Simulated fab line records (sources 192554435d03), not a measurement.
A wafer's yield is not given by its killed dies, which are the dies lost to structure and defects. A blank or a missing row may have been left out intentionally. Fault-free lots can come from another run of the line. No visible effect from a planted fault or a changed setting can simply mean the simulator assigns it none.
fab line records | flow n5_finfet
record: lots: 10 wafers: 28 last_day: 18
route steps=1938 shown BEOL_M15@1806
lots with no fault: from the same line, run without faults
start_h: hours from the record's opening day to when the first of the lot's shown wafers began | wait_h: hours from the lot's prior step to this one | " as in the row above | L1.1+2: a row that stands for several wafers | - no value, or no start given | * or withheld: withheld | < > ~ a bound
route shown NAME@n: NAME is a module with steps in the file, n the number in the route of the first one | usual: mean/standard deviation of fault-free wafers | same: alike in all rows | chamber/n: place in a boat | sites: readings site by site | _std_site: their standard deviation | _edge_site: inner sites' mean taken away from outer sites' mean | radius_mm: for every site, how far away it sits from the centre of the wafer | mask NAME#n: copy n | behind: tool/chamber where the wafer was last shaped | hold: reason for holding the lot/hours on hold/outcome of the hold | device: which transistor (n, p or np) failed to switch | end of line: tests run on the same wafers once the route is complete | where a step has no rows: the recipe by itself | killed: not the wafer's yield, but the dies lost to structure and defects at the first sort | map: dies across one wafer; x = killed, . = not, _ = none there
set.NAME: the setting as run; set.NAME@STEP: as run at that earlier step | model.NAME: the simulator's own value behind a step, which no gauge read
one table for each step of the route and one row for each wafer, over a sample of lots
services: the hour from which a tool's chamber was out of use, counted from the record's first day as start_h (under 0 if before that day), plus the number of hours and why
== steps ==
step: N5_BEOL_M15_INSPECT_30
recipe: mode: adi inspect_instrument: macro
usual: raw_defect_count: 1.8/1.3
columns lot.wafer tool chamber start_h wait_h raw_defect_count
L398.1 defect_inspect-02 - 283.85 0.0 0
L398.4 " - " " 3
L398.5 " - " " 2
L403.1 defect_inspect-02 - 308.09 0.0 1
L403.2 " - " " 3
L403.5 " - " " 1
L404.1 defect_inspect-01 - 335.97 0.0 2
L404.4 " - " " 3
L404.5 " - " " 1
L408.1 defect_inspect-02 - 355.73 0.0 4
L408.2 " - " " 2
L408.3 " - " " 1
L409.3 defect_inspect-01 - 367.33 0.0 2
L409.4 " - " " 3
L412.4 defect_inspect-02 - 383.52 0.0 2
L412.5 " - " " 1
L413.1 defect_inspect-02 - 386.96 0.0 1
L413.4 " - " " 1
L413.6 " - " " 2
L416.1 defect_inspect-01 - 389.25 0.0 1
L416.3 " - " " 1
L416.5 " - " " 5
L415.3 defect_inspect-02 - 394.70 0.0 2
L415.5 " - " " 3
L415.6 " - " " 0
L417.2 defect_inspect-02 - 422.00 0.0 0
L417.4 " - " " 2
L417.6 " - " " 3
step: N5_BEOL_M15_TRENCH_ETCH_34
recipe: chemistry: C4F8/O2/Ar target: SiO2 target_depth_a: 8729.3 he_inner_torr: 15 he_outer_torr: 30 time_s: 199 ion_energy_ev: 800 pressure_mtorr: 20 source_w: 1905 bias_w: 2040 Ar_flow_sccm: 400 C4F8_flow_sccm: 16 O2_flow_sccm: 12
usual: drypump_motor_current_A: 5.8/0.48 oes_product_au: 0.79/0.1 rf_vpp_V: 2227/23 showerhead_plenum_p_Torr: 3.43/0.11 throttle_valve_pct: 30.96/0.25
columns lot.wafer tool chamber start_h wait_h drypump_motor_current_A oes_product_au rf_hours_counter_h rf_vpp_V showerhead_plenum_p_Torr throttle_valve_pct
L398.1 rie_diel-02 1 283.97 0.0 5.9 0.89 39 2246 3.64 30.65
L398.4 " 0 " " 6.0 0.68 244 2216 3.39 31.32
L398.5 " 3 " " 4.8 0.72 - 2211 3.42 31.19
L403.1 rie_diel-05 0 308.22 0.0 5.4 0.67 251 2233 3.38 30.95
L403.2 " 1 " " 6.7 0.68 245 2249 3.38 31.11
L403.5 " 0 " " 5.4 0.67 - 2236 3.38 30.95
L404.1 rie_diel-02 3 336.49 0.0 4.8 0.71 234 2210 3.41 31.24
L404.4 " 1 " " 5.9 0.86 58 2246 3.63 30.69
L404.5 " 1 " " 5.9 0.87 - 2245 3.63 30.68
L408.1 rie_diel-04 0 356.21 0.0 6.1 0.68 235 2222 3.40 31.10
L408.2 " 1 " " 6.6 0.72 216 2179 3.27 31.12
L408.3 " 2 " " 5.5 0.71 223 2241 3.53 30.90
L409.3 rie_diel-02 2 367.45 0.0 5.6 0.89 195 2251 3.41 30.92
L409.4 " 0 " " 6.0 0.92 14 2217 3.37 31.12
L412.4 rie_diel-02 0 383.86 0.0 6.0 0.91 19 2216 3.37 31.13
L412.5 " 1 " " 5.9 1.07 - 2242 3.62 31.01
L413.1 rie_diel-04 0 387.08 0.0 6.1 0.67 244 2222 3.40 31.10
L413.4 " 3 " " 5.7 0.89 49 2252 3.63 31.08
L413.6 " 1 " " 6.6 0.70 - 2180 3.27 31.12
L416.1 rie_diel-05 3 389.37 0.0 5.6 0.96 1 2246 3.38 31.23
L416.3 " 1 " " 6.7 0.94 8 2246 3.37 30.80
L416.5 " 1 " " 6.7 0.96 - 2246 3.37 30.79
L415.3 rie_diel-05 1 394.81 0.0 6.7 0.95 10 2249 3.37 30.82
L415.5 " 2 " " 5.5 0.82 - 2199 3.35 30.60
L415.6 " 3 " " 5.6 0.94 - 2246 3.38 31.22
L417.2 rie_diel-04 3 422.22 0.0 5.6 0.87 61 2253 3.62 31.09
L417.4 " 0 " " 6.1 1.00 1 2221 3.40 30.91
L417.6 " 1 " " 6.6 0.70 - 2178 3.26 31.15
step: N5_BEOL_M15_STRIP_37
recipe: chemistry: O2 power_w: 600 temp_c: 60 pressure_mtorr: 30 rf_frequency_hz: 6e+07 bias_power_w: 0 overash_fraction: 0.3 o2_flow_sccm: 225
usual: drypump_motor_current_A: 5.7/0.51 oes_product_au: 0.79/0.1 rf_vpp_V: 3.6/0.6 showerhead_plenum_p_Torr: 2.10/0.07 throttle_valve_pct: 16.75/0.25
columns lot.wafer tool chamber start_h wait_h drypump_motor_current_A oes_product_au rf_hours_counter_h rf_vpp_V showerhead_plenum_p_Torr throttle_valve_pct
L398.1 rie_diel-04 3 - - 5.6 0.94 18 4.2 2.23 16.64
L398.4 " 2 " " 5.5 0.74 200 4.9 2.17 16.84
L398.5 " 2 " " 5.5 0.73 - 4.4 2.17 16.81
L403.1 rie_diel-05 0 - - 5.4 0.67 252 3.3 2.06 16.89
L403.2 " 2 " " 5.5 0.89 25 4.1 2.05 16.26
L403.5 " 0 " " 5.4 0.66 - 3.6 2.06 16.92
L404.1 rie_diel-02 3 - - 4.8 0.69 235 3.2 2.07 17.02
L404.4 " 2 " " 5.6 0.71 184 3.1 2.10 16.63
L404.5 " 0 " " 6.0 0.95 - 3.2 2.06 16.70
L408.1 rie_diel-05 0 - - 5.4 0.96 8 3.7 2.05 16.48
L408.2 " 2 " " 5.5 0.86 48 3.2 2.04 16.31
L408.3 " 3 " " 5.6 0.68 247 3.5 2.06 17.26
L409.3 rie_diel-04 0 - - 6.1 0.68 238 2.9 2.07 16.97
L409.4 " 1 " " 6.6 0.72 219 2.8 1.99 16.94
L412.4 rie_diel-02 0 - - 6.0 0.92 20 3.5 2.05 16.70
L412.5 " 0 " " 6.0 0.92 - 3.5 2.05 16.71
L413.1 rie_diel-02 3 - - 4.7 0.69 251 4.3 2.07 17.05
L413.4 " 0 " " 6.0 0.92 21 3.2 2.05 16.71
L413.6 " 3 " " 4.7 0.68 - 4.4 2.07 17.04
L416.1 rie_diel-02 1 - - 5.9 0.83 75 4.3 2.20 16.36
L416.3 " 2 " " 5.6 0.70 202 3.9 2.09 16.65
L416.5 " 3 " " 4.7 0.69 - 4.2 2.07 17.02
L415.3 rie_diel-05 2 - - 5.5 0.83 61 3.5 2.03 16.33
L415.5 " 2 " " 5.5 0.83 - 3.7 2.03 16.34
L415.6 " 3 " " 5.6 0.96 - 3.5 2.06 16.83
L417.2 rie_diel-02 0 - - 6.0 0.89 34 3.4 2.05 16.74
L417.4 " 0 " " 6.0 0.90 - 3.9 2.05 16.74
L417.6 " 1 " " 5.9 0.82 - 4.1 2.20 16.37
step: N5_BEOL_M15_THK_MEAS_50
recipe: thk_meas_gauge: xrf reads: Cu_of_BEOL_M15_ECD_47
usual: M15_THK: 855/14
columns lot.wafer tool chamber start_h wait_h M15_THK[nm]
L398.1 film_metro-02 - 287.09 - 863
L398.4 " - " " 843
L398.5 " - " " 851
L403.1 film_metro-01 - 312.66 - 867
L403.2 " - " " 865
L403.5 " - " " 863
L404.1 film_metro-02 - 340.16 - 844
L404.4 " - " " 848
L404.5 " - " " 854
L408.1 film_metro-01 - 360.16 - 849
L408.2 " - " " 854
L408.3 " - " " 852
L409.3 film_metro-01 - 370.74 - 1253
L409.4 " - " " 879
L412.4 film_metro-01 - 387.31 - 874
L412.5 " - " " 1254
L413.1 film_metro-02 - 391.83 - 834
L413.4 " - " " 854
L413.6 " - " " 830
L416.1 film_metro-01 - 392.28 - 869
L416.3 " - " " 865
L416.5 " - " " 874
L415.3 film_metro-02 - 397.91 - 873
L415.5 " - " " 859
L415.6 " - " " 854
L417.2 film_metro-01 - 425.79 - 871
L417.4 " - " " 875
L417.6 " - " " 850
step: N5_BEOL_M15_DEP_53
recipe: material: SiCN target_thk_a: 500 temp_c: withheld precursor: 3MS/NH3 pressure_torr: 3 rf_w: 675 time_s: 17.8
usual: showerhead_plenum_p_Torr: 4.16/0.031 showerhead_vpp_V: 1591/93 throttle_valve_pct: 18.3/0.89
columns lot.wafer tool chamber start_h wait_h showerhead_plenum_p_Torr showerhead_vpp_V throttle_valve_pct
L398.1 pecvd-04 2 287.15 0.0 4.15 1549 16.1
L398.4 " 0 " " 4.08 1738 19.0
L398.5 " 2 " " 4.16 1529 16.3
L403.1 pecvd-04 1 312.72 0.0 4.16 1609 18.0
L403.2 " 0 " " 4.09 1691 18.9
L403.5 " 0 " " 4.08 1701 18.7
L404.1 pecvd-04 0 340.22 0.0 4.09 1731 19.1
L404.4 " 2 " " 4.15 1535 16.2
L404.5 " 0 " " 4.09 1715 18.8
L408.1 pecvd-04 0 360.22 0.0 4.08 1704 19.0
L408.2 " 2 " " 4.13 1558 16.3
L408.3 " 1 " " 4.17 1596 17.9
L409.3 pecvd-04 1 370.80 0.0 4.17 1565 18.2
L409.4 " 2 " " 4.15 1561 16.0
L412.4 pecvd-04 2 387.39 0.0 4.15 1562 16.3
L412.5 " 0 " " 4.07 1711 19.0
L413.1 pecvd-04 1 391.90 0.0 4.16 1581 17.9
L413.4 " 1 " " 4.18 1607 18.0
L413.6 " 2 " " 4.15 1544 16.5
L416.1 pecvd-01 0 392.34 0.0 4.20 1422 18.3
L416.3 " 1 " " 4.15 1574 18.9
L416.5 " 2 " " 4.16 1689 17.1
L415.3 pecvd-02 2 398.00 0.0 4.17 1696 18.9
L415.5 " 0 " " 4.14 1528 18.2
L415.6 " 2 " " 4.17 1708 19.0
L417.2 pecvd-01 0 425.85 0.0 4.19 1428 18.3
L417.4 " 1 " " 4.16 1537 18.8
L417.6 " 2 " " 4.18 1688 17.1
step: N5_BEOL_M15_RS_MEAS_54
recipe: thk_meas_gauge: four-point-probe reads: Cu_of_BEOL_M15_ECD_47+Ta_of_BEOL_M15_SPUTTER_44+TaN_of_BEOL_M15_SPUTTER_43
usual: M15_RS: 0.0216/0.00032
columns lot.wafer tool chamber start_h wait_h M15_RS[ohm/sq]
L398.1 film_metro-02 - 287.21 0.0 0.0215
L398.4 " - " " 0.0220
L398.5 " - " " 0.0218
L403.1 film_metro-01 - 312.79 0.0 0.0216
L403.2 " - " " 0.0214
L403.5 " - " " 0.0217
L404.1 film_metro-02 - 340.28 0.0 0.0215
L404.4 " - " " 0.0214
L404.5 " - " " 0.0212
L408.1 film_metro-02 - 360.29 0.0 0.0219
L408.2 " - " " 0.0217
L408.3 " - " " 0.0217
L409.3 film_metro-02 - 370.87 0.1 0.0150
L409.4 " - " " 0.0212
L412.4 film_metro-01 - 387.44 0.0 0.0212
L412.5 " - " " 0.0147
L413.1 film_metro-02 - 391.96 0.0 0.0220
L413.4 " - " " 0.0213
L413.6 " - " " 0.0220
L416.1 film_metro-01 - 392.41 0.0 0.0212
L416.3 " - " " 0.0213
L416.5 " - " " 0.0211
L415.3 film_metro-01 - 398.07 0.1 0.0212
L415.5 " - " " 0.0214
L415.6 " - " " 0.0216
L417.2 film_metro-02 - 425.92 0.1 0.0212
L417.4 " - " " 0.0212
L417.6 " - " " 0.0217
== services ==
columns tool chamber start_h hours kind
rie_diel-02 3 267.45 4.0 repair
pecvd-04 0 267.48 5.5 scheduled_down
rie_diel-02 - 275.75 2.8 pm
pecvd-02 1 291.17 6.9 repair
pecvd-04 - 292.11 1.9 repair
rie_diel-02 0 303.00 - clean
rie_diel-02 0 303.00 - consumable_replace:focus_ring
rie_diel-02 0 303.00 19.1 scheduled_down
rie_diel-02 0 303.00 19.1 vent_cycle
pecvd-04 0 321.03 5.0 scheduled_down
rie_diel-05 0 325.56 - clean
rie_diel-05 0 325.56 - consumable_replace:focus_ring
rie_diel-05 0 325.56 16.5 scheduled_down
rie_diel-05 0 325.56 16.5 vent_cycle
pecvd-01 2 326.37 11.2 repair
rie_diel-05 1 347.76 - clean
rie_diel-05 1 347.76 - consumable_replace:focus_ring
pecvd-04 - 393.61 6.0 pm
rie_diel-02 3 398.43 8.6 repair
rie_diel-02 3 407.07 - clean
rie_diel-02 3 407.07 - consumable_replace:focus_ring
rie_diel-02 3 407.07 15.9 scheduled_down
rie_diel-02 3 407.07 15.9 vent_cycle
rie_diel-02 2 422.69 3.9 repair
== key ==
first_sign: step: N5_BEOL_M15_THK_MEAS_50 reading: M15_THK direction: up sigmas: 28 usual: 855 struck: 1254
effect: step: N5_BEOL_M15_RS_MEAS_54 reading: M15_RS direction: down sigmas: 21 usual: 0.0216 struck: 0.0148
met_at N5_BEOL_M15_TRENCH_ETCH_34
struck_lots L409,L412
struck_wafers L409.3,L412.5
not_acting_at N5_BEOL_M15_INSPECT_30,N5_BEOL_M15_STRIP_37,N5_BEOL_M15_DEP_53
onset_between 336.49 367.45
fault: kind: process_parameter_drift tool: rie_diel-02 chamber: - onset_h: 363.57 steps: N5_BEOL_M15_TRENCH_ETCH_34 channel: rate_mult offset: 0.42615 shape: step end_h: 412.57 scope: struck_wafers_only
